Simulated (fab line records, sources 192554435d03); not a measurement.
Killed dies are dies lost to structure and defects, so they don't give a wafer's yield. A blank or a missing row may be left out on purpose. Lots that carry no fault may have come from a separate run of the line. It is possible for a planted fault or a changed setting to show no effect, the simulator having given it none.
8D (eight disciplines) problem report, filled in by code | flow n5 finfet | the parts of the form that need people (team, actions taken, sign-off) are left out

== 1. WHAT WENT WRONG ==
Mean of rf fwd power W at N5_MOL_CONTACT_COAG_ETCH_110: 245.8 W across 6 wafers in 2 lots; on wafers with no fault it is 198.0 W (standard deviation 0.83). Relative to the usual mean, that is a shift of +58 standard deviations.
The step: etches Si in CF4/O2, target depth 2.5 nm, time 8 s.
Seen first at day 8 13:32 on rie diel-02, wafer L356.1. The record holds 32 wafers of 11 lots with a number at this step. Rule for "out" (also "out of limits"): further than 4 standard deviations from the usual mean. The other wafers with a number count as sound.

== 2. WHAT IT IS, WHAT IT ISN'T ==
question                    | is                       | is not
which readings at this step | rf fwd power W, rf vpp V | cf4 flow sccm, drypump motor current A, showerhead plenum p Torr, throttle valve pct
which lots                  | L356, L357               | L341, L342, L343, L352, L354, L355, L360, L362, L364
which wafers of those lots  | all that have a number   | -
read on which tools         | rie diel-02              | rie diel-05, rie diel-06
when                        | from day 8 13:32         | up to then (17 sound wafers); but 9 sound wafers of L360, L362, L364 came after

== 3. THE SUSPECTS, EACH WITH WHAT RULES IT OUT ==
Counting: a tool at a process step up to the reading stays a suspect if it ran every lot that is out and no sound lot after the first of them.
- rie diel-02 at N5_MOL_CONTACT_COAG_ETCH_110 (etches Si in CF4/O2, target depth 2.5 nm, time 8 s): kept. Every lot that is out went through it, starting with L356 (day 8 13:32), and after that it ran no sound lot; the last sound lot it ran before then is L352 (day 7 12:17). On those wafers its own readings are out: rf fwd power W, rf vpp V.
The count leaves rie diel-02 at N5_MOL_CONTACT_COAG_ETCH_110.

== 4. THE CAUSE (what the simulator had put in) ==
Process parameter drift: rie diel-02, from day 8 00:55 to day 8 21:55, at N5_MOL_CONTACT_COAG_ETCH_110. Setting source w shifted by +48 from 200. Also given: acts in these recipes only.
After counting, this tool was the only one left.

== 5. SEQUENCE OF EFFECTS, ordered by route ==
Each row: a reading where the mean over the struck wafers with a number is more than 3 standard deviations away from the usual. Scope: only readings with a usual standard deviation given in the record; hours: median across lots of the time from each lot's start at the first step in this table that gives one to its start at this step; sigmas: change in usual standard deviations.
hours | step                         | reading        | usual     | on struck wafers | change | sigmas
0     | N5_MOL_CONTACT_COAG_ETCH_110 | oes_f_703_au   | 0.81 a.u. | 1.14             | +0.33  | +3.8
0     | N5_MOL_CONTACT_COAG_ETCH_110 | rf fwd power W | 198.0 W   | 245.8            | +47.8  | +58
0     | N5_MOL_CONTACT_COAG_ETCH_110 | rf vpp V       | 125.9 V   | 110.8            | -15.1  | -6.6
Process steps it contains:
- N5_MOL_CONTACT_COAG_ETCH_110: etches Si in CF4/O2, target depth 2.5 nm, time 8 s.

== 6. WHAT WOULD HAVE CAUGHT IT SOONER ==
The fault began at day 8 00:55; the first out-of-limits reading in this record came at day 8 13:32, 13 hours later.
